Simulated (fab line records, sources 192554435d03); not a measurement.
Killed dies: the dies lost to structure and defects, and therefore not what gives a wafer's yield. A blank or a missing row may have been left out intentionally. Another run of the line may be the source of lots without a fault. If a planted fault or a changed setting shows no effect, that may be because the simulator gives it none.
fab line records	flow n5_finfet	part 2 of 2: steps 26 to 33 of 33
record: lots: 5	wafers: 15	last_day: 16
route steps=1938 shown WELL_APT@44 PMOS_HMC_CHANNEL_EPI@57
lots untouched by any fault: they come from a run of this same line in which no faults occurred
start_h: hours from the record's first day to the start of the lot's first wafer shown	wait_h: hours elapsed since this lot's preceding step	" repeats the value in the row above	L1.1+2: several wafers, shown together as one row	- no value present, or no start provided	* or withheld: withheld	< > ~ a bound
route shown NAME@n: names a module that has steps shown in the file, with the first one's number in the route	usual: mean/standard deviation taken from wafers without a fault	same: alike in all rows	chamber/n: place in a boat	sites: readings site by site	_std_site: standard deviation across them	_edge_site: inner sites' mean taken away from outer sites' mean	radius_mm: for every site, how far away it sits from the centre of the wafer	mask NAME#n: copy n	behind: the last tool/chamber to shape the wafer	hold: reason for holding the lot/hours on hold/outcome of the hold	device: which transistor (n, p or np) failed to switch	end of line: the same wafers' tests at the end of the route	step lacking rows: just its recipe	killed: dies that structure and defects cost at the first sort, which is not the same as the wafer's yield	map: dies across one wafer; x = killed, . = not, _ = none there
set.NAME: the setting as run; set.NAME@STEP: as run at that earlier step	model.NAME: the simulator's own value behind a step, which no gauge read
a table for each step, a row for each wafer; lots at some steps of the route
services: the hour from which a tool's chamber was out of use, counted from the record's first day as start_h (under 0 if before that day), plus the number of hours and why
== steps ==
step: N5_PMOS_HMC_CHANNEL_EPI_ETCH_32
recipe: chemistry: N2/H2	target: BARC	stop_on: SiO2	target_depth_a: 858	over_etch_frac: 0.3	time_s: 50.3	ion_energy_ev: 200	mask_material: CAR-ArF-block	pressure_mtorr: 30	source_w: 840	bias_w: 150	n2_flow_sccm: 200	h2_flow_sccm: 200
usual: drypump_motor_current_A: 5.8/0.34	oes_product_au: 0.66/0.071	rf_vpp_V: 524.6/1.9	showerhead_plenum_p_Torr: 2.57/0.061	throttle_valve_pct: 17.96/0.28
lot.wafer	tool	chamber	start_h	wait_h	drypump_motor_current_A	oes_product_au	rf_hours_counter_h	rf_vpp_V	showerhead_plenum_p_Torr	throttle_valve_pct
L077.1	rie_diel-04	3	35.36	0.0	5.4	0.72	73	524.8	2.57	17.73
L077.2	"	2	"	"	5.7	0.74	57	522.7	2.48	17.91
L077.3	"	0	"	"	6.3	0.59	209	521.6	2.52	18.31
L082.2	rie_diel-03	1	66.09	0.0	6.1	0.67	133	527.9	2.66	18.27
L082.4	"	1	"	"	6.1	0.67	-	529.1	2.66	18.27
L082.6	"	2	"	"	6.3	0.60	-	523.6	2.49	17.98
L086.1	rie_diel-06	2	89.89	0.0	5.2	0.74	49	525.2	2.59	18.02
L086.2	"	3	"	"	5.8	0.57	244	525.8	2.61	17.87
L086.6	"	0	"	"	5.8	0.61	-	525.0	2.63	17.88
L089.1	rie_diel-06	3	107.69	0.0	5.8	0.57	250	527.0	2.61	17.88
L089.4	"	1	"	"	5.9	0.61	204	524.4	2.52	18.37
L089.5	"	1	"	"	5.9	0.62	-	521.7	2.51	18.37
L093.2	rie_diel-06	0	132.40	0.0	5.7	0.61	212	527.3	2.62	17.91
L093.5	"	2	"	"	5.2	0.71	-	523.5	2.58	18.05
L093.6	"	0	"	"	5.7	0.61	-	525.8	2.62	17.91
step: N5_PMOS_HMC_CHANNEL_EPI_HM_OPEN_15
recipe: chemistry: CHF3/O2	target: SiO2	mask_material: CAR-ArF-block	target_depth_a: 406	CHF3_flow_sccm: 50	O2_flow_sccm: 5	Ar_flow_sccm: 200	time_s: 20.3	pressure_mtorr: 30	source_w: 650	bias_w: 170	ion_energy_ev: 200
usual: drypump_motor_current_A: 5.8/0.34	mfc_ar_sccm: 200.0/0.57	oes_f_703_au: 0.77/0.083	oes_product_au: 0.77/0.088	rf_vpp_V: 525/6.4	showerhead_plenum_p_Torr: 2.43/0.056	throttle_valve_pct: 18.95/0.28
lot.wafer	tool	chamber	start_h	wait_h	drypump_motor_current_A	mfc_ar_sccm	oes_f_703_au	oes_product_au	rf_hours_counter_h	rf_vpp_V	showerhead_plenum_p_Torr	throttle_valve_pct
L077.1	rie_diel-04	3	35.40	0.0	5.4	199.9	0.84	0.83	73	529	2.44	18.79
L077.2	"	2	"	"	5.6	200.5	0.88	0.87	57	518	2.35	18.80
L077.3	"	0	"	"	6.3	200.1	0.68	0.69	209	522	2.39	19.30
L082.2	rie_diel-03	1	66.14	0.0	6.1	199.6	0.78	0.78	133	530	2.52	19.27
L082.4	"	1	"	"	6.1	200.3	0.78	0.77	-	531	2.52	19.26
L082.6	"	2	"	"	6.3	200.8	0.70	0.68	-	514	2.37	18.95
L086.1	rie_diel-06	2	89.93	0.0	5.2	200.5	0.86	0.87	49	533	2.44	19.01
L086.2	"	3	"	"	5.8	200.0	0.68	0.67	244	518	2.47	18.83
L086.6	"	0	"	"	5.7	200.2	0.72	0.72	-	531	2.48	18.87
L089.1	rie_diel-06	3	107.74	0.0	5.8	200.6	0.68	0.66	250	517	2.47	18.83
L089.4	"	1	"	"	5.9	200.3	0.71	0.71	204	533	2.39	19.38
L089.5	"	1	"	"	5.9	200.9	0.71	0.71	-	534	2.39	19.39
L093.2	rie_diel-06	0	132.45	0.0	5.7	200.0	0.71	0.70	212	531	2.48	18.90
L093.5	"	2	"	"	5.2	199.9	0.84	0.85	-	533	2.43	19.03
L093.6	"	0	"	"	5.7	198.9	0.71	0.71	-	530	2.48	18.90
step: N5_PMOS_HMC_CHANNEL_EPI_STRIP_33
recipe: chemistry: N2/H2	power_w: 500	temp_c: 40	pressure_mtorr: 50	rf_frequency_hz: 6e+07	overash_fraction: 0.3	bias_power_w: 8	h2_frac: 0.5	n2_flow_sccm: 300	h2_flow_sccm: 300
usual: bias_power_w: 8.001/0.022	drypump_motor_current_A: 5.8/0.34	oes_product_au: 0.77/0.088	rf_vpp_V: 54.4/1.5	showerhead_plenum_p_Torr: 3.39/0.078	throttle_valve_pct: 19.1/0.34
same: overash_fraction: 0.3
lot.wafer	tool	chamber	start_h	wait_h	bias_power_w	drypump_motor_current_A	oes_product_au	rf_hours_counter_h	rf_vpp_V	showerhead_plenum_p_Torr	throttle_valve_pct
L077.1	rie_diel-04	3	35.46	0.0	7.979	5.5	0.83	73	54.8	3.39	18.7
L077.2	"	2	"	"	7.980	5.6	0.86	57	54.8	3.28	19.4
L077.3	"	0	"	"	8.012	6.3	0.70	209	51.9	3.33	19.4
L082.2	rie_diel-03	1	66.19	0.0	7.999	6.1	0.78	133	51.6	3.51	19.5
L082.4	"	1	"	"	8.011	6.2	0.77	-	51.9	3.51	19.5
L082.6	"	2	"	"	8.002	6.3	0.69	-	52.7	3.30	19.3
L086.1	rie_diel-06	2	89.99	0.0	7.987	5.2	0.86	49	52.8	3.41	19.1
L086.2	"	3	"	"	7.985	5.8	0.66	244	56.1	3.45	19.0
L086.6	"	0	"	"	7.980	5.8	0.70	-	53.4	3.47	18.9
L089.1	rie_diel-06	3	107.79	0.0	7.957	5.8	0.66	250	56.5	3.44	19.0
L089.4	"	1	"	"	7.968	5.9	0.71	204	56.2	3.32	19.5
L089.5	"	1	"	"	8.023	5.9	0.72	-	57.2	3.32	19.5
L093.2	rie_diel-06	0	132.50	0.0	7.979	5.8	0.69	212	54.0	3.46	18.9
L093.5	"	2	"	"	8.020	5.2	0.85	-	56.4	3.41	19.1
L093.6	"	0	"	"	7.978	5.8	0.69	-	53.5	3.46	18.9
step: N5_PMOS_HMC_CHANNEL_EPI_STRIP_17
recipe: chemistry: SPM	time_s: 750	temp_c: 130	h2so4_h2o2_vol_ratio: 4	dry: ipa_marangoni
lot.wafer	tool	chamber	start_h	wait_h
L077.1+2+3	wet_bench-02	2,6,0	35.52	-
L082.2+4+6	wet_bench-02	5,0,6	66.26	-
L086.1+2+6	wet_bench-01	4,6,3	90.06	-
L089.1+4+5	wet_bench-02	2,1,0	107.86	-
L093.2+5+6	wet_bench-05	4,1,7	132.57	-
step: N5_PMOS_HMC_CHANNEL_EPI_ETCH_38
recipe: chemistry: CF4	target: SiO2	target_depth_a: 15	ion_energy_ev: 350	pressure_mtorr: 10	icp_w: 800	bias_w: 400	cf4_flow_sccm: 80
usual: drypump_motor_current_A: 5.7/0.39	oes_product_au: 1.004/0.02	throttle_valve_pct: 21.77/0.2
lot.wafer	tool	chamber	start_h	wait_h	drypump_motor_current_A	oes_product_au	rf_hours_counter_h	throttle_valve_pct
L077.1	rie_si-05	0	35.76	0.0	6.2	0.995	95	22.01
L077.2	"	2	"	"	6.2	1.008	180	22.05
L077.3	"	1	"	"	6.2	1.018	51	22.03
L082.2	rie_si-02	2	66.50	0.0	5.7	0.984	127	21.70
L082.4	"	3	"	"	5.3	1.035	154	21.62
L082.6	"	2	"	"	5.7	0.978	-	21.69
L086.1	rie_si-05	0	90.30	0.0	6.2	0.993	96	22.00
L086.2	"	3	"	"	5.2	1.006	17	21.69
L086.6	"	2	"	"	6.1	1.000	-	22.05
L089.1	rie_si-02	1	108.10	0.0	6.1	0.986	1	21.62
L089.4	"	0	"	"	5.2	0.997	57	21.87
L089.5	"	3	"	"	5.3	1.036	-	21.63
L093.2	rie_si-02	3	132.80	0.0	5.3	1.026	155	21.63
L093.5	"	1	"	"	6.1	0.970	-	21.62
L093.6	"	2	"	"	5.7	0.971	-	21.71
step: N5_PMOS_HMC_CHANNEL_EPI_FIN_RECESS_16
recipe: chemistry: HBr/Cl2	target: Si	mask_material: SiO2	target_depth_a: 540	time_s: 18	pressure_mtorr: 10	icp_w: 800	bias_w: 75	HBr_flow_sccm: 150	Cl2_flow_sccm: 80
usual: drypump_motor_current_A: 5.7/0.39	oes_product_au: 1.002/0.02	throttle_valve_pct: 35.49/0.23
lot.wafer	tool	chamber	start_h	wait_h	drypump_motor_current_A	oes_product_au	rf_hours_counter_h	throttle_valve_pct
L077.1	rie_si-05	0	35.78	0.0	6.2	0.996	95	35.66
L077.2	"	2	"	"	6.1	1.000	180	35.69
L077.3	"	1	"	"	6.2	1.001	51	35.79
L082.2	rie_si-02	2	66.52	0.0	5.7	0.979	127	35.52
L082.4	"	3	"	"	5.2	1.023	154	35.30
L082.6	"	2	"	"	5.7	0.975	-	35.52
L086.1	rie_si-05	0	90.32	0.0	6.2	1.002	96	35.67
L086.2	"	3	"	"	5.2	1.009	17	35.45
L086.6	"	2	"	"	6.2	0.994	-	35.72
L089.1	rie_si-02	1	108.12	0.0	6.1	0.986	1	35.40
L089.4	"	0	"	"	5.2	0.992	57	35.62
L089.5	"	3	"	"	5.2	1.047	-	35.31
L093.2	rie_si-02	3	132.82	0.0	5.3	1.034	155	35.30
L093.5	"	1	"	"	6.1	0.986	-	35.40
L093.6	"	2	"	"	5.7	0.978	-	35.51
step: N5_PMOS_HMC_CHANNEL_EPI_PRECLEAN_36
recipe: chemistry: O3/DIW	time_s: 45	temp_c: 22	o3_ppm: 10
lot.wafer	tool	chamber	start_h	wait_h
L077.1+2+3	wet_bench-02	5,0,7	35.88	0.1
L082.2+4+6	wet_bench-05	2,3,6	66.61	0.1
L086.1+2+6	wet_bench-02	7,5,2	90.42	0.1
L089.1+4+5	wet_bench-02	3,7,4	108.21	0.1
L093.2+5+6	wet_bench-02	4,6,0	132.92	0.1
step: N5_PMOS_HMC_CHANNEL_EPI_PRECLEAN_18
recipe: chemistry: DHF	time_s: 30	temp_c: 25	dilution: withheld
lot.wafer	tool	chamber	start_h	wait_h
L077.1+2+3	wet_bench-02	5,0,7	35.89	0.0
L082.2+4+6	wet_bench-05	2,3,6	66.63	0.0
L086.1+2+6	wet_bench-02	7,5,2	90.43	0.0
L089.1+4+5	wet_bench-02	3,7,4	108.23	0.0
L093.2+5+6	wet_bench-02	4,6,0	132.94	0.0
== services ==
tool	chamber	start_h	hours	kind
arfi_scanner-01	-	10.85	1.3	pm
rie_diel-03	1	16.74	2.6	repair
rie_diel-05	-	27.59	0.6	repair
implanter-02	-	29.43	6.0	repair
rie_diel-05	1	35.20	6.2	repair
arfi_scanner-02	-	35.53	0.8	pm
arfi_scanner-02	-	38.02	1.3	pm
implanter-02	-	40.87	7.1	repair
rie_si-02	0	44.25	2.0	repair
implanter-01	-	48.61	5.0	repair
rie_diel-01	1	50.00	2.5	repair
rie_si-05	1	59.26	2.9	repair
rie_diel-05	0	62.35	5.0	repair
arfi_scanner-01	-	64.10	1.0	pm
implanter-02	-	78.26	2.6	repair
rie_diel-01	1	88.68	15.3	repair
wet_bench-06	-	91.50	6.0	repair
implanter-01	-	96.58	6.6	repair
arfi_scanner-02	-	104.33	0.9	repair
rtp_anneal-01	-	106.47	4.9	repair
implanter-01	-	110.67	1.7	pm
rie_si-05	2	110.76	3.6	repair
rie_diel-06	1	114.71	23.0	repair
rie_diel-06	3	114.84	4.0	repair
